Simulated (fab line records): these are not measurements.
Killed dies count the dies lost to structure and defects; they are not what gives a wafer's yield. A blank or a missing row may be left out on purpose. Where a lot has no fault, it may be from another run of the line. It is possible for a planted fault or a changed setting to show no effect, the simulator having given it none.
Split-lot experiment    flow n5Finfet    7 lots, 21 wafers read, on a route of 1938 steps

== THE SPLIT ==
At N5_BEOL_M10_ETCH_62 (etches SOC in N2/H2, target depth 110 nm, overetch 22 nm, time 165 s), the setting timeS was moved away from the recipe's 165 s on 11 of the 21 wafers read, by -21.8% to +19.8%. This setting was run at the recipe's value on the other wafers.

The split's own step is where the reading is taken.

== THE READING ==
SiARC_of_BEOL_M10_COAT_60.thkNm (the simulator's own value, which no gauge read), in nm, at N5_BEOL_M10_ETCH_62 (etches SOC in N2/H2, target depth 110 nm, overetch 22 nm, time 165 s). The file does not state a usual value for it. Across the 10 wafers here that went through the recipe, the average is 23.5 nm and the standard deviation 0.13 nm.

wafer   tool, chamber at the split  timeS as run, s  against the recipe  SiARC_of_BEOL_M10_COAT_60.thkNm, nm  against lot-mates on the recipe
L074.3  rieDiel-06, 0               165              recipe              23.6                                 -
L074.6  rieDiel-06, 0               165              recipe              23.6                                 -
L074.4  rieDiel-06, 3               144              -12.7%              24.2                                 +0.6
L077.1  rieDiel-06, 0               165              recipe              23.6                                 -
L077.4  rieDiel-06, 2               148.3            -10.1%              24.2                                 +0.6
L077.5  rieDiel-06, 3               148.3            -10.1%              24                                   +0.4
L080.1  rieDiel-04, 2,0             185.4            +12.4%              22.4                                 -0.8
L080.5  rieDiel-04, 2,0             185.4            +12.4%              22.4                                 -0.8
L080.4  rieDiel-04, 0               165              recipe              23.2                                 -
L081.1  rieDiel-04, 0,3             178.4            +8.1%               23                                   -0.6
L081.2  rieDiel-04, 0,3             178.4            +8.1%               23                                   -0.6
L081.3  rieDiel-04, 2               165              recipe              23.6                                 -
L085.1  rieDiel-02, 0,3             129              -21.8%              25                                   +1.6
L085.4  rieDiel-02, 0,3             129              -21.8%              25                                   +1.6
L085.6  rieDiel-02, 2               165              recipe              23.4                                 -
L093.2  rieDiel-06, 2,1,3           165              recipe              23.4                                 -
L093.4  rieDiel-06, 2,1,3           165              recipe              23.4                                 -
L093.5  rieDiel-06, 2,1,3           165              recipe              23.4                                 -
L097.1  rieDiel-04, 0,2             197.6            +19.8%              22                                   -1.4
L097.6  rieDiel-04, 0,2             197.6            +19.8%              22                                   -1.4
L097.2  rieDiel-04, 1               165              recipe              23.4                                 -
The file does not say which wafer passed through which chamber wherever a row lists several chambers: such a row stands for several wafers.

FIT RESULTS
A straight line over all 21 wafers: SiARC_of_BEOL_M10_COAT_60.thkNm changes by -0.0713 nm for each +1% of timeS; r = -0.99; the points scatter about the line by 0.13 nm.
The same after taking each lot's own level away (the mean of its wafers on the recipe; 21 wafers): -0.0679 nm for each +1%; r = -0.99; scatter 0.1 nm.
Per that fit: largest timeS move, reading shift of 1.5 nm.
The lots' own levels span 23.20 to 23.60 nm, that is 3.1 times the standard deviation above.
The two slopes are in agreement: the lot-to-lot level therefore moves the slope only a little.
Check: for one of the wafers moved furthest among these (-21.8%), held out of the fit, the line's prediction against its lot-mates is +1.41 nm. It came out at +1.6 nm against them.

== THESE WAFERS: OTHER SPLITS ==
Other splits were also applied to these wafers ahead of the reading. Each is held against what the fit with the lots' levels taken away leaves over:
other split on the same wafers   wafers away from the commonest value  r with SiARC_of_BEOL_M10_COAT_60.thkNm (lot level and that fit taken away)
N5_BEOL_M8_TRENCH_ETCH_37 timeS  7                                     +0.19

== THE WHOLE CHAIN: every reading that the file lists as answering this split, in the file's order ==
step                    what it does                                                          reading                                                                           change (the file's fit)                                                               r (the file's)
N5_BEOL_M10_ETCH_62     etches SOC in N2/H2, target depth 110 nm, overetch 22 nm, time 165 s  SiARC_of_BEOL_M10_COAT_60.thkNm (the simulator's own value, which no gauge read)  -0.0667 nm for each +1% of the setting                                                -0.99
N5_BEOL_M10_HM_OPEN_17  chemistry Cl2/BCl3, target TiN, target depth 20 nm, overetch 6 nm     etch.depthNm (the simulator's own value, which no gauge read)                     not straight: 19.92 at the lowest setting, 19.95 at the recipe, 16.57 at the highest  not given

== THE FILE'S OWN FIT ==
SiARC_of_BEOL_M10_COAT_60.thkNm changes by -0.0667 nm for each +1% of timeS, r = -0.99.
